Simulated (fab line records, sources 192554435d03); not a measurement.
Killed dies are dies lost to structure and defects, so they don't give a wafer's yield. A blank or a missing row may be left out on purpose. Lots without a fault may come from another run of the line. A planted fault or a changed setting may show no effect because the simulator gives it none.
fab line records | flow n5_finfet | part 1 of 2: steps 1 to 21 of 32
record lots=5 wafers=15 last_day=20
route steps=1938 shown BEOL_M9@1401
lots that met no fault: from a run of the same line without faults
start_h: hours from the record's first day to the start of the lot's first wafer shown | wait_h: hours since the lot's step before | " the same as in the row above | L1.1+2: a row that stands for several wafers | - no value, or no start given | * or withheld: withheld | < > ~ a bound
route shown NAME@n: a module of which the file shows steps, and the number in the route of the first | usual: mean/standard deviation of fault-free wafers | same: alike in all rows | chamber/n: place in a boat | sites: the reading at each site | _std_site: their standard deviation | _edge_site: outer sites' mean less inner sites' | radius_mm: how far each site lies from the wafer's centre | mask NAME#n: copy n | behind: the tool/chamber that last shaped the wafer | hold: why the lot was held/for how many hours/how that ended | device: the transistor (n, p or np) that didn't switch | end of line: the same wafers' tests at the end of the route | a step without rows: its recipe alone | killed: dies lost to structure and defects at the first sort, not the wafer's yield | map: a wafer's dies, x killed, . not, _ none there
set.NAME: the setting as run; set.NAME@STEP: as run at that earlier step | model.NAME: the simulator's own value behind a step, which no gauge read
lots at some steps of the route; a table a step, a row a wafer
services: from which hour (start_h, from the record's first day; less than 0 if before it) a tool's chamber was out of use, for how many hours, and why
## steps
# step N5_BEOL_M9_ILD_DEP_00
# recipe material=SiCOH_lowk target_thk_a=3085.1 temp_c=300 precursor=DEMS/porogen pressure_torr=5 rf_w=500 time_s=58
# usual heater_power_w=300/57 showerhead_plenum_p_Torr=5.743/0.024 throttle_valve_pct=14.0/0.67
# columns lot.wafer tool chamber start_h wait_h heater_power_w showerhead_plenum_p_Torr throttle_valve_pct
L074.1 pecvd-01 1 245.31 0.0 209 5.728 13.7
L074.3 " 0 " " 344 5.726 14.6
L074.4 " 0 " " 261 5.734 14.7
L090.2 pecvd-01 1 363.43 0.0 219 5.697 13.4
L090.3 " 2 " " 375 5.726 14.2
L090.6 " 1 " " 236 5.707 13.6
L091.2 pecvd-02 1 372.62 0.0 278 5.739 13.7
L091.3 " 0 " " 245 5.771 13.6
L091.5 " 0 " " 186 5.756 13.9
L097.1 pecvd-01 2 409.73 0.0 400 5.740 14.0
L097.2 " 0 " " 287 5.735 14.5
L097.3 " 0 " " 295 5.729 14.8
L094.2 pecvd-02 2 411.13 0.0 284 5.742 13.3
L094.3 " 0 " " 225 5.775 13.7
L094.6 " 2 " " 290 5.727 13.1
# step N5_BEOL_M9_CURE_71
# recipe temp_c=385 time_s=240 ambient=He/Ar material=SiCOH_lowk
# usual lamp_power_pct=52.31/0.052 wafer_temp_C_max=386.6/0.54
# columns lot.wafer tool chamber start_h wait_h lamp_power_pct wafer_temp_C_max
L074.1 uv_cure-02 2 245.39 0.0 52.28 386.6
L074.3 " 2 " " 52.31 387.3
L074.4 " 2 " " 52.35 386.9
L090.2 uv_cure-03 2 363.59 0.1 52.30 386.7
L090.3 " 2 " " 52.29 386.6
L090.6 " 2 " " 52.26 386.0
L091.2 uv_cure-03 1 372.78 0.1 52.26 386.8
L091.3 " 1 " " 52.32 386.1
L091.5 " 1 " " 52.35 387.3
L097.1 uv_cure-02 2 409.84 0.1 52.30 386.3
L097.2 " 2 " " 52.32 386.9
L097.3 " 2 " " 52.18 386.4
L094.2 uv_cure-02 1 411.29 0.1 52.27 387.3
L094.3 " 1 " " 52.24 387.0
L094.6 " 1 " " 52.31 386.9
# step N5_BEOL_M9_THK_MEAS_01
# recipe reads=SiCOH_lowk_of_BEOL_M9_ILD_DEP_00
# usual M9_ILD_THK=268/3.2
# columns lot.wafer tool chamber start_h wait_h M9_ILD_THK[nm]
L074.1 film_metro-02 - 245.90 0.4 264
L074.3 " - " " 267
L074.4 " - " " 268
L090.2 film_metro-01 - 364.02 0.4 261
L090.3 " - " " 264
L090.6 " - " " 269
L091.2 film_metro-01 - 373.21 0.4 269
L091.3 " - " " 270
L091.5 " - " " 274
L097.1 film_metro-02 - 410.35 0.4 267
L097.2 " - " " 265
L097.3 " - " " 271
L094.2 film_metro-02 - 411.72 0.4 270
L094.3 " - " " 269
L094.6 " - " " 274
# step N5_BEOL_M9_PECVD_70
# recipe material=SiO2 target_thk_a=200 temp_c=400 precursor=TEOS/O2 pressure_torr=5.5 rf_w=450 teos_flow_sccm=53.8 gas=O2 flow_sccm=3000 time_s=22.7
# usual heater_power_w=693/100 showerhead_plenum_p_Torr=8.80/0.099 throttle_valve_pct=22.5/1.1
# columns lot.wafer tool chamber start_h wait_h heater_power_w showerhead_plenum_p_Torr throttle_valve_pct
L074.1 pecvd-04 0 245.94 0.0 652 8.96 22.6
L074.3 " 1 " " 747 8.79 24.9
L074.4 " 2 " " 795 8.88 21.4
L090.2 pecvd-04 0 364.06 0.0 609 8.98 23.1
L090.3 " 2 " " 662 8.82 21.6
L090.6 " 2 " " 672 8.85 21.5
L091.2 pecvd-01 1 373.25 0.0 591 8.65 21.9
L091.3 " 2 " " 888 8.71 22.8
L091.5 " 0 " " 793 8.77 23.6
L097.1 pecvd-01 0 410.39 0.0 648 8.75 23.8
L097.2 " 2 " " 888 8.66 22.9
L097.3 " 0 " " 650 8.74 23.6
L094.2 pecvd-04 2 411.76 0.0 792 8.85 21.9
L094.3 " 0 " " 682 8.97 22.8
L094.6 " 1 " " 765 8.83 24.8
# step N5_BEOL_M9_HM_DEP_02
# recipe material=TiN target_thk_a=200 temp_c=25 chamber_pressure_pa=0.49996
# usual substrate_temp_c=25.01/0.11 throttle_valve_pct=29.6/1.1
# columns lot.wafer tool chamber start_h wait_h substrate_temp_c throttle_valve_pct
L074.1 pvd_sputter-01 - 246.85 0.9 25.09 28.9
L074.3 " - " " 24.84 30.0
L074.4 " - " " 24.71 28.7
L090.2 pvd_sputter-03 - 364.28 0.2 24.92 29.1
L090.3 " - " " 24.96 29.2
L090.6 " - " " 24.96 28.1
L091.2 pvd_sputter-01 - 373.87 0.6 25.08 29.9
L091.3 " - " " 24.90 28.6
L091.5 " - " " 25.17 30.0
L097.1 pvd_sputter-02 - 411.15 0.7 25.08 28.9
L097.2 " - " " 25.08 31.3
L097.3 " - " " 25.10 29.6
L094.2 pvd_sputter-02 - 412.43 0.7 24.96 31.3
L094.3 " - " " 24.97 28.6
L094.6 " - " " 24.97 29.5
# step N5_BEOL_M9_COAT_59
# recipe resist=SOC temp_c=250 time_s=60 spin_rpm=1500 resist_thk_nm=100
# usual spin_speed_rpm=1499.9/0.9
# columns lot.wafer tool chamber start_h wait_h spin_speed_rpm
L074.1 litho_track-04 0 246.98 0.1 1500.9
L074.3 " 0 " " 1501.0
L074.4 " 0 " " 1501.9
L090.2 litho_track-05 0 364.41 0.1 1499.2
L090.3 " 0 " " 1499.8
L090.6 " 0 " " 1499.5
L091.2 litho_track-01 0 374.00 0.1 1498.6
L091.3 " 0 " " 1497.5
L091.5 " 0 " " 1500.7
L097.1 litho_track-04 0 411.28 0.1 1499.3
L097.2 " 0 " " 1499.6
L097.3 " 0 " " 1499.0
L094.2 litho_track-04 0 412.56 0.1 1499.4
L094.3 " 0 " " 1499.9
L094.6 " 0 " " 1501.2
# step N5_BEOL_M9_COAT_60
# recipe resist=SiARC temp_c=220 time_s=60 spin_rpm=1500 resist_thk_nm=30
# usual spin_speed_rpm=1500.1/0.88
# columns lot.wafer tool chamber start_h wait_h spin_speed_rpm
L074.1 litho_track-04 0 - - 1500.0
L074.3 " 0 " " 1498.3
L074.4 " 0 " " 1499.3
L090.2 litho_track-05 0 - - 1500.8
L090.3 " 0 " " 1501.6
L090.6 " 0 " " 1500.5
L091.2 litho_track-01 0 - - 1499.3
L091.3 " 0 " " 1499.9
L091.5 " 0 " " 1500.6
L097.1 litho_track-04 0 - - 1498.1
L097.2 " 0 " " 1499.5
L097.3 " 0 " " 1499.5
L094.2 litho_track-04 0 - - 1502.1
L094.3 " 0 " " 1500.1
L094.6 " 0 " " 1499.7
# step N5_BEOL_M9_COAT_05
# recipe resist=CAR-ArF spin_rpm=1500 resist_thk_nm=90
# usual spin_speed_rpm=1500.1/0.8
# columns lot.wafer tool chamber start_h wait_h spin_speed_rpm
L074.1 litho_track-04 0 - - 1499.2
L074.3 " 0 " " 1500.8
L074.4 " 0 " " 1499.6
L090.2 litho_track-05 0 - - 1499.3
L090.3 " 0 " " 1499.4
L090.6 " 0 " " 1500.1
L091.2 litho_track-01 0 - - 1499.8
L091.3 " 0 " " 1499.6
L091.5 " 0 " " 1501.1
L097.1 litho_track-04 0 - - 1500.7
L097.2 " 0 " " 1500.4
L097.3 " 0 " " 1500.2
L094.2 litho_track-04 0 - - 1500.7
L094.3 " 0 " " 1500.8
L094.6 " 0 " " 1499.8
# step N5_BEOL_M9_EBR_07
# recipe solvent=PGMEA ebr_width_mm=1.5
# columns lot.wafer tool chamber start_h wait_h
L074.1+3+4 litho_track-04 0 - -
L090.2+3+6 litho_track-05 0 - -
L091.2+3+5 litho_track-01 0 - -
L097.1+2+3 litho_track-04 0 - -
L094.2+3+6 litho_track-04 0 - -
# step N5_BEOL_M9_SOFTBAKE_06
# recipe temp_c=110 time_s=60 resist=CAR-ArF
# columns lot.wafer tool chamber start_h wait_h
L074.1+3+4 litho_track-04 0 - -
L090.2+3+6 litho_track-05 0 - -
L091.2+3+5 litho_track-01 0 - -
L097.1+2+3 litho_track-04 0 - -
L094.2+3+6 litho_track-04 0 - -
# step N5_BEOL_M9_EXPOSE_08
# recipe mask_id=M9 na=1.35 source_shape=dipole sigma_inner=0.411 sigma_outer=0.611 polarization=te dose_mj=53.75
# usual stage_vel_mm_s=500.03/0.27
# columns lot.wafer tool chamber start_h wait_h mask stage_vel_mm_s
L074.1 arfi_scanner-02 0 247.22 - M9#0 500.34
L074.3 " 0 " " M9#0 500.77
L074.4 " 0 " " M9#0 500.21
L090.2 arfi_scanner-03 0 364.66 - M9#0 500.28
L090.3 " 0 " " M9#0 500.10
L090.6 " 0 " " M9#0 500.34
L091.2 arfi_scanner-03 0 374.25 - M9#0 500.29
L091.3 " 0 " " M9#0 499.82
L091.5 " 0 " " M9#0 499.89
L097.1 arfi_scanner-01 0 411.40 - M9#0 499.81
L097.2 " 0 " " M9#0 500.27
L097.3 " 0 " " M9#0 500.21
L094.2 arfi_scanner-02 0 412.81 - M9#0 499.66
L094.3 " 0 " " M9#0 499.94
L094.6 " 0 " " M9#0 499.98
# step N5_BEOL_M9_PEB_09
# recipe peb_temp_c=withheld peb_time_s=60 resist=CAR-ArF
# columns lot.wafer tool chamber start_h wait_h
L074.1+3+4 litho_track-01 0 247.28 0.1
L090.2+3+6 litho_track-05 0 364.71 0.0
L091.2+3+5 litho_track-05 0 374.30 0.0
L097.1+2+3 litho_track-04 0 411.45 0.1
L094.2+3+6 litho_track-05 0 412.86 0.0
# step N5_BEOL_M9_DEVELOP_10
# recipe develop_time_s=30 developer=TMAH resist=CAR-ArF rinse_liquid=diw dry=air_spin dev_temp_c=23
# columns lot.wafer tool chamber start_h wait_h
L074.1+3+4 litho_track-01 0 - -
L090.2+3+6 litho_track-05 0 - -
L091.2+3+5 litho_track-05 0 - -
L097.1+2+3 litho_track-04 0 - -
L094.2+3+6 litho_track-05 0 - -
# step N5_BEOL_M9_CD_MEAS_11
# recipe target_cd_nm=64.1 landing_energy_ev=500 detector=se_inlens polarity=opening
# usual cd_nm=64.1/0.45
# same landing_energy_ev=500
# columns lot.wafer tool chamber start_h wait_h cd_nm
L074.1 cd_sem-02 0 247.35 - 64.2
L074.3 " 0 " " 64.0
L074.4 " 0 " " 64.0
L090.2 cd_sem-03 0 364.78 - 64.1
L090.3 " 0 " " 64.1
L090.6 " 0 " " 63.6
L091.2 cd_sem-01 0 374.37 - 64.1
L091.3 " 0 " " 63.9
L091.5 " 0 " " 64.7
L097.1 cd_sem-01 0 411.52 - 64.2
L097.2 " 0 " " 63.6
L097.3 " 0 " " 63.7
L094.2 cd_sem-03 0 412.93 - 64.9
L094.3 " 0 " " 64.4
L094.6 " 0 " " 64.7
# step N5_BEOL_M9_OVL_MEAS_12
# recipe points_per_wafer=44
# usual M9_OVL=0.1/0.77
# columns lot.wafer tool chamber start_h wait_h M9_OVL[nm]
L074.1 overlay-01 0 247.38 0.0 1.5
L074.3 " 0 " " 1.4
L074.4 " 0 " " 0.5
L090.2 overlay-01 0 364.81 0.0 -0.8
L090.3 " 0 " " 0.5
L090.6 " 0 " " -0.5
L091.2 overlay-02 0 374.40 0.0 0.8
L091.3 " 0 " " -0.4
L091.5 " 0 " " 0.1
L097.1 overlay-01 0 411.57 0.0 -0.5
L097.2 " 0 " " -0.7
L097.3 " 0 " " -0.3
L094.2 overlay-02 0 412.96 0.0 -0.4
L094.3 " 0 " " -0.3
L094.6 " 0 " " -0.1
# step N5_BEOL_M9_INSPECT_13
# recipe mode=adi inspect_instrument=brightfield
# usual raw_defect_count=419/87
# columns lot.wafer tool chamber start_h wait_h raw_defect_count
L074.1 defect_inspect-01 - 247.40 0.0 385
L074.3 " - " " 393
L074.4 " - " " 413
L090.2 defect_inspect-02 - 364.83 0.0 376
L090.3 " - " " 405
L090.6 " - " " 358
L091.2 defect_inspect-02 - 374.43 0.0 389
L091.3 " - " " 247
L091.5 " - " " 310
L097.1 defect_inspect-02 - 411.59 0.0 416
L097.2 " - " " 440
L097.3 " - " " 466
L094.2 defect_inspect-01 - 412.98 0.0 499
L094.3 " - " " 384
L094.6 " - " " 406
# step N5_BEOL_M9_DESCUM_16
# recipe chemistry=O2 time_s=7.9 source_power_w=50 bias_power_w=20 pressure_mtorr=20 rf_frequency_hz=2.712e+07 temp_c=40 resist=CAR-ArF o2_flow_sccm=225
# usual drypump_motor_current_A=5.8/0.45 oes_product_au=0.79/0.088 rf_vpp_V=242.8/1.2 showerhead_plenum_p_Torr=2.07/0.057 temp_c=39.98/0.11 throttle_valve_pct=20.49/0.2
# columns lot.wafer tool chamber start_h wait_h drypump_motor_current_A oes_product_au rf_hours_counter_h rf_vpp_V showerhead_plenum_p_Torr temp_c throttle_valve_pct
L074.1 rie_diel-02 2 247.54 0.1 6.1 0.85 74 244.0 2.04 39.97 20.45
L074.3 " 1 " " 5.6 0.74 170 241.5 2.00 40.00 20.71
L074.4 " 0 " " 4.8 0.97 10 243.0 2.15 40.04 20.42
L090.2 rie_diel-02 2 364.87 0.0 6.1 0.81 117 241.6 2.02 39.98 20.54
L090.3 " 3 " " 5.9 0.69 235 241.4 1.98 39.86 20.47
L090.6 " 0 " " 4.8 0.88 - 244.1 2.13 39.91 20.48
L091.2 rie_diel-05 2 374.57 0.1 6.2 0.85 68 240.8 2.03 39.99 20.45
L091.3 " 3 " " 6.4 0.71 210 244.3 2.06 40.09 20.77
L091.5 " 0 " " 5.8 0.95 - 241.8 2.06 40.16 20.02
L097.1 rie_diel-05 3 411.63 0.0 6.4 0.71 218 242.5 2.06 40.01 20.79
L097.2 " 0 " " 5.8 0.91 21 242.5 2.06 40.09 20.07
L097.3 " 1 " " 5.3 0.81 110 242.4 2.11 39.87 20.29
L094.2 rie_diel-03 1 413.21 0.2 5.8 0.69 235 243.0 2.06 40.01 20.82
L094.3 " 2 " " 5.7 0.94 6 245.2 2.24 39.92 20.21
L094.6 " 1 " " 5.8 0.69 - 242.9 2.06 40.23 20.83
# step N5_BEOL_M9_ETCH_61
# recipe chemistry=CF4 target=SiARC target_depth_a=390 mask_material=CAR-ArF time_s=65 ion_energy_ev=80 pressure_mtorr=40 source_w=545 bias_w=36 Ar_flow_sccm=100 cf4_flow_sccm=100 ends=cleared
# usual drypump_motor_current_A=5.8/0.45 etch_rf_on_time_s=64.7/0.96 oes_product_au=0.68/0.075 rf_vpp_V=183.8/1.1 showerhead_plenum_p_Torr=2.12/0.055 throttle_valve_pct=15.66/0.23
# columns lot.wafer tool chamber start_h wait_h drypump_motor_current_A etch_rf_on_time_s oes_product_au rf_hours_counter_h rf_vpp_V showerhead_plenum_p_Torr throttle_valve_pct
L074.1 rie_diel-02 2 247.58 0.0 6.0 64.1 0.72 74 183.3 2.08 15.61
L074.3 " 1 " " 5.5 65.2 0.64 170 182.1 2.05 15.83
L074.4 " 0 " " 4.8 62.1 0.84 10 185.7 2.19 15.45
L090.2 rie_diel-02 2 364.90 0.0 6.0 64.6 0.68 117 183.3 2.07 15.69
L090.3 " 3 " " 5.9 64.7 0.59 235 183.4 2.03 15.69
L090.6 " 0 " " 4.8 63.8 0.76 - 183.3 2.17 15.55
L091.2 rie_diel-05 2 374.60 0.0 6.2 63.9 0.73 68 184.3 2.09 15.66
L091.3 " 3 " " 6.4 64.2 0.61 210 183.0 2.12 15.99
L091.5 " 0 " " 5.8 64.8 0.81 - 183.9 2.11 15.12
L097.1 rie_diel-05 3 411.66 0.0 6.4 64.3 0.61 218 184.8 2.12 16.02
L097.2 " 0 " " 5.8 65.7 0.77 21 183.6 2.10 15.14
L097.3 " 1 " " 5.3 65.1 0.69 110 184.4 2.15 15.39
L094.2 rie_diel-03 1 413.24 0.0 5.8 65.4 0.59 235 184.7 2.12 16.04
L094.3 " 2 " " 5.6 64.5 0.80 6 185.6 2.28 15.37
L094.6 " 1 " " 5.8 65.7 0.58 - 184.1 2.12 16.04
# step N5_BEOL_M9_ETCH_62
# recipe chemistry=N2/H2 target=SOC target_depth_a=1100 overetch_a=220 mask_material=SiARC temp_c=40 time_s=165 ion_energy_ev=200 pressure_mtorr=30 source_w=840 bias_w=150 n2_flow_sccm=200 h2_flow_sccm=200
# usual drypump_motor_current_A=5.8/0.44 oes_product_au=0.67/0.07 rf_vpp_V=523.1/2.1 showerhead_plenum_p_Torr=2.51/0.07 temp_c=40.00/0.11 throttle_valve_pct=17.90/0.23
# columns lot.wafer tool chamber start_h wait_h drypump_motor_current_A oes_product_au rf_hours_counter_h rf_vpp_V showerhead_plenum_p_Torr temp_c throttle_valve_pct
L074.1 rie_diel-02 2 247.63 0.0 6.0 0.71 74 522.3 2.47 39.76 17.84
L074.3 " 1 " " 5.6 0.63 170 521.1 2.43 39.84 18.11
L074.4 " 0 " " 4.8 0.81 10 526.1 2.60 40.07 17.72
L090.2 rie_diel-02 2 364.95 0.0 6.1 0.67 117 522.5 2.45 39.96 17.93
L090.3 " 3 " " 5.9 0.59 235 519.9 2.41 40.02 17.98
L090.6 " 0 " " 4.8 0.74 - 525.3 2.58 39.82 17.82
L091.2 rie_diel-05 2 374.65 0.0 6.2 0.71 68 521.4 2.47 40.09 17.79
L091.3 " 3 " " 6.4 0.61 210 521.6 2.51 40.00 18.18
L091.5 " 0 " " 5.8 0.80 - 521.7 2.49 39.86 17.40
L097.1 rie_diel-05 3 411.71 0.0 6.4 0.60 218 524.3 2.50 40.00 18.20
L097.2 " 0 " " 5.8 0.77 21 523.1 2.49 40.10 17.42
L097.3 " 1 " " 5.4 0.68 110 524.0 2.56 39.86 17.72
L094.2 rie_diel-03 1 413.29 0.0 5.7 0.58 235 520.9 2.51 39.87 18.36
L094.3 " 2 " " 5.7 0.79 6 526.0 2.72 40.06 17.55
L094.6 " 1 " " 5.7 0.59 - 523.2 2.51 39.86 18.35
# step N5_BEOL_M9_STRIP_68
# recipe chemistry=N2/H2 temp_c=40 n2_flow_sccm=200 h2_flow_sccm=200 rf_frequency_hz=6e+07
# columns lot.wafer tool chamber start_h wait_h
L074.1+3+4 rie_diel-02 2,1,0 247.76 0.1
L090.2+3+6 rie_diel-02 2,3,0 365.09 0.1
L091.2+3+5 rie_diel-05 2,3,0 374.79 0.1
L097.1+2+3 rie_diel-05 3,0,1 411.85 0.1
L094.2+3+6 rie_diel-03 1,2,1 413.43 0.1
# step N5_BEOL_M9_STRIP_67
# recipe chemistry=CF4 resist=SiARC power_w=300 bias_power_w=75 pressure_mtorr=50 cf4_flow_sccm=150 rf_frequency_hz=6e+07
# usual drypump_motor_current_A=5.8/0.45 oes_product_au=0.79/0.083 power_w=300.0/0.85 rf_vpp_V=270.6/1.4 showerhead_plenum_p_Torr=1.77/0.045 throttle_valve_pct=13.63/0.24
# columns lot.wafer tool chamber start_h wait_h drypump_motor_current_A oes_product_au power_w rf_hours_counter_h rf_vpp_V showerhead_plenum_p_Torr throttle_valve_pct
L074.1 rie_diel-02 2 247.77 0.0 6.0 0.84 300.5 74 269.7 1.74 13.54
L074.3 " 1 " " 5.6 0.75 301.7 170 268.0 1.71 13.80
L074.4 " 0 " " 4.8 0.96 299.0 10 272.3 1.84 13.41
L090.2 rie_diel-02 2 365.10 0.0 6.0 0.80 300.3 117 270.4 1.73 13.64
L090.3 " 3 " " 5.9 0.69 299.3 235 269.6 1.71 13.70
L090.6 " 0 " " 4.8 0.87 300.8 - 272.0 1.82 13.50
L091.2 rie_diel-05 2 374.80 0.0 6.2 0.84 299.6 68 270.2 1.75 13.61
L091.3 " 3 " " 6.4 0.73 299.4 210 270.2 1.77 13.97
L091.5 " 0 " " 5.8 0.94 298.4 - 268.5 1.77 13.07
L097.1 rie_diel-05 3 411.86 0.0 6.3 0.72 300.1 218 267.9 1.77 13.99
L097.2 " 0 " " 5.8 0.91 300.7 21 271.2 1.76 13.10
L097.3 " 1 " " 5.3 0.80 300.7 110 271.7 1.80 13.37
L094.2 rie_diel-03 1 413.44 0.0 5.7 0.69 300.3 235 272.4 1.77 14.00
L094.3 " 2 " " 5.7 0.93 300.0 6 273.4 1.91 13.27
L094.6 " 1 " " 5.7 0.69 299.6 - 270.7 1.77 14.00
